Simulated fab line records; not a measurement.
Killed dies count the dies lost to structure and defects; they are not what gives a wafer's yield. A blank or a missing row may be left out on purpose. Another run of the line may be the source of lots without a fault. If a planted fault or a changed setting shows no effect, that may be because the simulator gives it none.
fab line records -- flow nand_harc
record lots=6, wafers=18, last_day=25
route steps=1159 shown THIN_TSV@1107 END@1159
lots with no fault: from the same line, run without faults
start_h: start of the lot's first displayed wafer, in hours after the record's first day -- wait_h: hours from the lot's prior step to this one -- " as in the row above -- L1.1+2: a single row standing in for several wafers -- - either no value or no given start -- * or withheld: withheld -- < > ~ a bound
route shown NAME@n: a module of which the file shows steps, and the number in the route of the first -- usual: mean/standard deviation taken from wafers without a fault -- same: alike in all rows -- chamber/n: place in a boat -- sites: readings site by site -- _std_site: the values' standard deviation -- _edge_site: mean of outer sites minus mean of inner sites -- radius_mm: how far each site lies from the wafer's centre -- mask NAME#n: copy n -- behind: tool/chamber where the wafer was last shaped -- hold: why the lot was held/for how many hours/how that ended -- device: transistor that didn't switch, given as n, p or np -- end of line: the route-end tests of the same wafers -- a step with no rows: only its recipe -- killed: dies that structure and defects cost at the first sort, which is not the same as the wafer's yield -- map: the dies of a wafer, with x for killed, . for not killed, _ for no die there
set.NAME: the run value of the setting; set.NAME@STEP: its run value at that earlier step -- model.NAME: the simulator's own value behind a step, which no gauge read
lots at some steps of the route; a table a step, a row a wafer
services: the hour from which a tool's chamber was out of use, counted from the record's first day as start_h (under 0 if before that day), plus the number of hours and why
## steps
# step NHARC_THIN_TSV_DEP_43
# recipe target_thk_a=13285, temp_c=withheld, pressure_torr=6.5, rf_w=900, teos_flow_sccm=161.4, flow_sccm=2650, target_thk_nm=1328.5, gas=O2, material=SiO2
# usual chamber_pressure_Torr=6.500/0.016, throttle_valve_pct=16.1/0.51
lot.wafer,tool,chamber,start_h,wait_h,chamber_pressure_Torr,throttle_valve_pct
L954.2,pecvd-03,1,449.19,-,6.496,17.2
L954.3,pecvd-03,0,449.19,-,6.498,15.9
L954.4,pecvd-03,0,449.19,-,6.504,15.8
L957.3,pecvd-03,2,450.46,-,6.502,15.6
L957.4,pecvd-03,0,450.46,-,6.503,16.3
L957.5,pecvd-03,1,450.46,-,6.507,17.5
L962.3,pecvd-01,2,482.24,-,6.507,15.4
L962.6,pecvd-01,2,482.24,-,6.491,15.4
L962.4,pecvd-01,0,482.24,-,6.489,17.0
L964.2,pecvd-04,0,483.46,-,6.517,16.2
L964.3,pecvd-04,1,483.46,-,6.486,16.1
L964.4,pecvd-04,1,483.46,-,6.506,16.6
L961.2,pecvd-01,1,489.02,-,6.514,15.8
L961.4,pecvd-01,1,489.02,-,6.481,15.5
L961.5,pecvd-01,2,489.02,-,6.520,15.7
L975.3,pecvd-03,2,568.25,-,6.507,15.4
L975.6,pecvd-03,0,568.25,-,6.475,15.6
L975.5,pecvd-03,2,568.25,-,6.526,15.7
# step NHARC_THIN_TSV_DEHYDRATE_04
# recipe temp_c=150, time_s=120
# step NHARC_THIN_TSV_HMDS_05
# recipe time_s=30
# step NHARC_THIN_TSV_COAT_06
# recipe spin_rpm=*
# step NHARC_THIN_TSV_SOFTBAKE_07
# recipe temp_c=122, time_s=95
# step NHARC_THIN_TSV_EBR_08
# step NHARC_THIN_TSV_EXPOSE_09
# recipe na=0.55, dose_mj=30.7, mask_id=TSV
# step NHARC_THIN_TSV_PEB_10
# recipe peb_temp_c=118, peb_time_s=85
# step NHARC_THIN_TSV_DEVELOP_11
# recipe time_s=70
# step NHARC_THIN_TSV_CD_MEAS_12
# recipe target_cd_nm=1000, landing_energy_ev=500
# usual cd_nm=999.4/1.7
lot.wafer,tool,chamber,start_h,wait_h,cd_nm
L954.2,cd_sem-03,0,450.02,-,998.7
L954.3,cd_sem-03,0,450.02,-,999.7
L954.4,cd_sem-03,0,450.02,-,996.9
L957.3,cd_sem-02,0,451.08,-,997.5
L957.4,cd_sem-02,0,451.08,-,1001.9
L957.5,cd_sem-02,0,451.08,-,998.7
L962.3,cd_sem-02,0,483.03,-,1000.6
L962.4,cd_sem-02,0,483.03,-,1001.3
L962.6,cd_sem-02,0,483.03,-,998.2
L964.2,cd_sem-02,0,484.12,-,1001.4
L964.3,cd_sem-02,0,484.12,-,997.4
L964.4,cd_sem-02,0,484.12,-,998.9
L961.2,cd_sem-02,0,489.85,-,1000.8
L961.4,cd_sem-02,0,489.85,-,1000.1
L961.5,cd_sem-02,0,489.85,-,1000.6
L975.3,cd_sem-01,0,569.02,-,998.3
L975.5,cd_sem-01,0,569.02,-,998.4
L975.6,cd_sem-01,0,569.02,-,998.0
# step NHARC_THIN_TSV_HARDBAKE_13
# recipe temp_c=125, time_s=80
# step NHARC_THIN_TSV_DESCUM_14
# recipe time_s=3, o2_flow_sccm=200, ar_flow_sccm=0, bias_power_w=0, chemistry=O2
# usual drypump_motor_current_A=5.7/0.44, oes_product_au=1.000/0.0088, rf_vpp_V=57.9/0.82, showerhead_plenum_p_Torr=1.93/0.057, throttle_valve_pct=11.312/0.0087
# same bias_power_w=0
lot.wafer,tool,chamber,start_h,wait_h,drypump_motor_current_A,oes_product_au,rf_hours_counter_h,rf_vpp_V,showerhead_plenum_p_Torr,throttle_valve_pct
L954.2,rie_diel-05,0,450.18,-,5.0,1.010,7,58.1,1.87,11.306
L954.3,rie_diel-05,1,450.18,-,5.2,0.991,6,58.7,1.86,11.310
L954.4,rie_diel-05,2,450.18,-,5.3,1.004,6,57.9,1.92,11.306
L957.3,rie_diel-09,1,451.26,-,6.5,0.996,2,58.1,1.95,11.309
L957.4,rie_diel-09,3,451.26,-,5.9,0.999,-,59.0,2.00,11.319
L957.5,rie_diel-09,1,451.26,-,6.5,1.011,-,57.7,1.95,11.300
L962.3,rie_diel-05,1,483.19,-,5.2,0.988,9,56.6,1.86,11.301
L962.4,rie_diel-05,3,483.19,-,6.0,1.017,11,56.0,1.81,11.309
L962.6,rie_diel-05,0,483.19,-,5.0,1.007,-,58.7,1.87,11.320
L964.3,rie_diel-03,0,484.27,-,6.1,0.990,6,57.4,1.97,11.315
L964.2,rie_diel-03,1,484.27,-,5.7,1.009,5,58.8,1.92,11.310
L964.4,rie_diel-03,3,484.27,-,5.5,1.004,4,58.5,1.93,11.314
L961.4,rie_diel-05,3,490.01,-,6.1,1.013,12,57.5,1.81,11.313
L961.2,rie_diel-05,1,490.01,-,5.2,0.995,10,58.8,1.86,11.323
L961.5,rie_diel-05,0,490.01,-,5.0,0.999,-,56.3,1.87,11.307
L975.3,rie_diel-03,1,569.18,-,5.7,1.003,11,57.5,1.92,11.307
L975.5,rie_diel-03,0,569.18,-,6.1,1.009,-,58.0,1.96,11.301
L975.6,rie_diel-03,1,569.18,-,5.7,1.013,-,57.0,1.92,11.315
# step NHARC_THIN_TSV_ETCH_44
# recipe target_depth_a=15942, time_s=797.1, cf4_flow_sccm=150, o2_flow_sccm=10, ar_flow_sccm=0, rf_w=300, bias_w=800, chemistry=CF4/O2
# usual drypump_motor_current_A=5.7/0.44, oes_product_au=1.000/0.01, rf_vpp_V=795/3.2, showerhead_plenum_p_Torr=1.85/0.051, throttle_valve_pct=16.915/0.0091
lot.wafer,tool,chamber,start_h,wait_h,drypump_motor_current_A,oes_product_au,rf_hours_counter_h,rf_vpp_V,showerhead_plenum_p_Torr,throttle_valve_pct
L954.4,rie_diel-05,2,450.26,0.1,5.3,1.010,7,794,1.84,16.921
L954.3,rie_diel-05,3,450.26,0.1,6.0,1.008,8,787,1.74,16.911
L954.2,rie_diel-05,1,450.26,0.1,5.2,0.986,6,792,1.79,16.912
L957.3,rie_diel-09,1,451.42,0.1,6.5,1.008,2,795,1.86,16.932
L957.5,rie_diel-09,1,451.42,0.1,6.5,1.001,-,795,1.86,16.912
L957.4,rie_diel-09,3,451.42,0.1,5.8,1.000,-,798,1.91,16.915
L962.3,rie_diel-05,0,483.33,0.1,5.0,0.847,10,793,1.79,16.913
L962.4,rie_diel-05,1,483.33,0.1,5.3,0.986,9,791,1.79,16.925
L962.6,rie_diel-05,0,483.33,0.1,5.0,0.849,-,791,1.79,16.928
L964.3,rie_diel-03,2,484.42,0.1,5.4,1.006,5,800,1.93,16.924
L964.2,rie_diel-03,3,484.42,0.1,5.4,1.007,4,794,1.85,16.919
L964.4,rie_diel-03,0,484.42,0.1,6.1,0.992,6,797,1.88,16.925
L961.4,rie_diel-05,1,490.15,0.1,5.3,1.006,10,792,1.79,16.928
L961.2,rie_diel-05,2,490.15,0.1,5.3,1.007,11,795,1.84,16.900
L961.5,rie_diel-05,0,490.15,0.1,5.0,0.856,-,792,1.79,16.919
L975.3,rie_diel-03,1,569.43,0.2,5.7,0.996,11,795,1.84,16.918
L975.5,rie_diel-03,2,569.43,0.2,5.4,1.002,-,801,1.93,16.920
L975.6,rie_diel-03,3,569.43,0.2,5.5,1.005,-,795,1.85,16.915
# step NHARC_THIN_TSV_ETCH_15
# recipe target_depth_a=30000, bosch_target_overetch_cycles=2, bosch_etch_step_s=2.8, bosch_dep_step_s=1.2, bosch_cycles=14
# usual drypump_motor_current_A=5.8/0.54
lot.wafer,tool,chamber,start_h,wait_h,drypump_motor_current_A,rf_hours_counter_h
L954.2,rie_si-06,1,450.86,-,5.3,0.8
L954.4,rie_si-06,2,450.86,-,5.3,0.7
L954.3,rie_si-06,3,450.86,-,6.0,0.6
L957.4,rie_si-03,0,452.03,-,6.0,0.9
L957.3,rie_si-03,1,452.03,-,4.8,1.0
L957.5,rie_si-03,1,452.03,-,4.8,-
L962.4,rie_si-04,1,483.87,-,5.6,0.2
L962.3,rie_si-04,2,483.87,-,6.5,0.1
L962.6,rie_si-04,3,483.87,-,5.7,-
L964.4,rie_si-06,2,484.93,-,5.3,1.0
L964.3,rie_si-06,0,484.93,-,6.3,1.1
L964.2,rie_si-06,1,484.93,-,5.3,1.2
L961.4,rie_si-04,2,490.67,-,6.5,0.2
L961.2,rie_si-04,1,490.67,-,5.6,0.2
L961.5,rie_si-04,2,490.67,-,6.5,-
L975.3,rie_si-06,3,569.83,-,6.0,0.2
L975.5,rie_si-06,3,569.83,-,6.1,-
L975.6,rie_si-06,0,569.83,-,6.3,-
# step NHARC_END_SORT_01
# recipe temp_c=25
# usual defect_limited_yield=95.2/1.6, killed_at_array=29/10, killed_at_other=0.7/1.1, killed_at_periphery=3.2/2.2, killed_dies=33/11, killed_open=3.5/1.8, killed_short=2.0/1.4, sort_bin_2_pct=1.5/0.61, sort_bin_3_pct=0.29/0.22, sort_bin_4_pct=3.1/1.1, sort_n_pass=644/11, sort_rim_yield_pct=95/3.3, sort_yield_pct=95.2/1.6
# same gross_dies=677, sort_bin_5_pct[%]=0, sort_bin_6_pct[%]=0, sort_bin_7_pct[%]=0, sort_bin_8_pct[%]=0, sort_rim_n_gross=106.00
lot.wafer,tool,chamber,start_h,wait_h,defect_limited_yield[%],killed_at_array,killed_at_other,killed_at_periphery,killed_dies,killed_open,killed_short,sort_bin_2_pct[%],sort_bin_3_pct[%],sort_bin_4_pct[%],sort_n_pass,sort_rim_yield_pct[%],sort_yield_pct[%]
L962.3,prober-01,0,507.52,3.1,0,28,647,2,677,5,3,97.0,0.59,2.4,0,0,0
L962.6,prober-01,0,509.90,4.0,0,18,658,1,677,2,0,97.8,0.15,2.1,0,0,0
L961.5,prober-01,0,516.93,3.8,0,16,657,4,677,5,3,98.1,0.30,1.6,0,0,0
# killed by level:class
L962.3 THIN_TSV:area_etch=647 A_CHANNEL_HOLE_D1:chamber_film_flake=19 A_CONTACT:chamber_film_flake=2 P_CONTACT:geometric_particle:short=1 P_CONTACT:geometric_particle:open=1 A_SOURCE_PLATE:geometric_particle:open=1 A_CHANNEL_FILL_D1:geometric_particle:open=1 A_SGD_CUT:geometric_particle:open=1
L962.6 THIN_TSV:area_etch=655 A_CHANNEL_HOLE_D1:chamber_film_flake=11 A_STAIRCASE:chamber_film_flake=3 A_CONTACT:chamber_film_flake=2 THIN_TSV:chamber_film_flake=2 A_CHANNEL_FILL_D1:geometric_particle:open=1 P_GATE:chamber_film_flake=1 STARTING-WAFER:geometric_particle:open=1
L961.5 THIN_TSV:area_etch=657 A_CONTACT:chamber_film_flake=5 A_CONTACT:geometric_particle:open=3 P_GATE:chamber_film_flake=2 A_WL_FILL:chamber_film_flake=2 P_GATE:geometric_particle:short=1 A_CHANNEL_HOLE_D1:geometric_particle:open=1 A_CHANNEL_FILL_D1:geometric_particle:short=1
# map L961.5 (x killed, . not)
____________x____________
_________xxxxxxx_________
_______xxxxxxxxxxx_______
______xxxxxxxxxxxxx______
_____xxxxxxxxxxxxxxx_____
____xxxxxxxxxxxxxxxxx____
____xxxxxxxxxxxxxxxxx____
___xxxxxxxxxxxxxxxxxxx___
___xxxxxxxxxxxxxxxxxxx___
__xxxxxxxxxxxxxxxxxxxxx__
__xxxxxxxxxxxxxxxxxxxxx__
_xxxxxxxxxxxxxxxxxxxxxxx_
_xxxxxxxxxxxxxxxxxxxxxxx_
_xxxxxxxxxxxxxxxxxxxxxxx_
_xxxxxxxxxxxxxxxxxxxxxxx_
_xxxxxxxxxxxxxxxxxxxxxxx_
xxxxxxxxxxxxxxxxxxxxxxxxx
xxxxxxxxxxxxxxxxxxxxxxxxx
xxxxxxxxxxxxxxxxxxxxxxxxx
xxxxxxxxxxxxxxxxxxxxxxxxx
xxxxxxxxxxxxxxxxxxxxxxxxx
_xxxxxxxxxxxxxxxxxxxxxxx_
_xxxxxxxxxxxxxxxxxxxxxxx_
_xxxxxxxxxxxxxxxxxxxxxxx_
_xxxxxxxxxxxxxxxxxxxxxxx_
_xxxxxxxxxxxxxxxxxxxxxxx_
__xxxxxxxxxxxxxxxxxxxxx__
__xxxxxxxxxxxxxxxxxxxxx__
___xxxxxxxxxxxxxxxxxxx___
___xxxxxxxxxxxxxxxxxxx___
____xxxxxxxxxxxxxxxxx____
____xxxxxxxxxxxxxxxxx____
_____xxxxxxxxxxxxxxx_____
______xxxxxxxxxxxxx______
_______xxxxxxxxxxx_______
_________xxxxxxx_________
____________x____________
# map L962.3 (x killed, . not)
____________x____________
_________xxxxxxx_________
_______xxxxxxxxxxx_______
______xxxxxxxxxxxxx______
_____xxxxxxxxxxxxxxx_____
____xxxxxxxxxxxxxxxxx____
____xxxxxxxxxxxxxxxxx____
___xxxxxxxxxxxxxxxxxxx___
___xxxxxxxxxxxxxxxxxxx___
__xxxxxxxxxxxxxxxxxxxxx__
__xxxxxxxxxxxxxxxxxxxxx__
_xxxxxxxxxxxxxxxxxxxxxxx_
_xxxxxxxxxxxxxxxxxxxxxxx_
_xxxxxxxxxxxxxxxxxxxxxxx_
_xxxxxxxxxxxxxxxxxxxxxxx_
_xxxxxxxxxxxxxxxxxxxxxxx_
xxxxxxxxxxxxxxxxxxxxxxxxx
xxxxxxxxxxxxxxxxxxxxxxxxx
xxxxxxxxxxxxxxxxxxxxxxxxx
xxxxxxxxxxxxxxxxxxxxxxxxx
xxxxxxxxxxxxxxxxxxxxxxxxx
_xxxxxxxxxxxxxxxxxxxxxxx_
_xxxxxxxxxxxxxxxxxxxxxxx_
_xxxxxxxxxxxxxxxxxxxxxxx_
_xxxxxxxxxxxxxxxxxxxxxxx_
_xxxxxxxxxxxxxxxxxxxxxxx_
__xxxxxxxxxxxxxxxxxxxxx__
__xxxxxxxxxxxxxxxxxxxxx__
___xxxxxxxxxxxxxxxxxxx___
___xxxxxxxxxxxxxxxxxxx___
____xxxxxxxxxxxxxxxxx____
____xxxxxxxxxxxxxxxxx____
_____xxxxxxxxxxxxxxx_____
______xxxxxxxxxxxxx______
_______xxxxxxxxxxx_______
_________xxxxxxx_________
____________x____________
## services
tool,chamber,start_h,hours,kind
rie_diel-09,-,431.10,9.0,pm
rie_diel-05,0,447.60,-,clean
rie_diel-05,1,447.60,-,clean
rie_diel-05,2,447.60,-,clean
rie_si-04,-,453.00,9.0,pm
rie_diel-03,3,459.04,17.8,repair
rie_diel-09,-,469.69,0.6,repair
rie_si-04,3,472.26,1.8,repair
pecvd-03,-,473.23,13.0,pm
rie_si-06,-,497.49,0.7,repair
rie_si-03,-,509.00,9.0,pm
rie_diel-09,1,512.44,7.1,repair
rie_diel-05,1,514.45,22.9,repair
rie_diel-05,-,518.25,9.0,pm
rie_si-03,-,518.87,4.3,repair
rie_diel-09,0,520.62,11.6,repair
rie_diel-03,-,523.00,0.3,repair
rie_diel-05,2,528.18,3.5,repair
rie_si-06,-,537.00,9.0,pm
pecvd-03,1,546.09,33.8,repair
pecvd-04,1,550.48,6.4,repair
rie_diel-05,2,556.97,8.5,repair
pecvd-04,-,557.38,13.0,pm
rie_diel-03,-,569.60,9.0,pm
## key
first_sign step=NHARC_THIN_TSV_ETCH_44, reading=oes_product_au, direction=down, sigmas=15, usual=1.000, struck=0.851
effect step=NHARC_END_SORT_01, reading=killed_at_other, direction=up, sigmas=99+, usual=0.7, struck=654
more_kills_born_at NHARC_THIN_TSV_ETCH_44@rie_diel-05=1959
met_at NHARC_THIN_TSV_ETCH_44
struck_wafers L961.5,L962.3,L962.6
later_rows_left_out L961.5,L962.3,L962.6
fault kind=process_parameter_drift, tool=rie_diel-05, chamber=0, onset_h=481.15, steps=NHARC_THIN_TSV_ETCH_44, channel=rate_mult, offset=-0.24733, shape=step, end_h=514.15
# later_rows_left_out: the simulator's readings of these wafers behind a module that went badly wrong aren't trusted and aren't shown, but for the sort
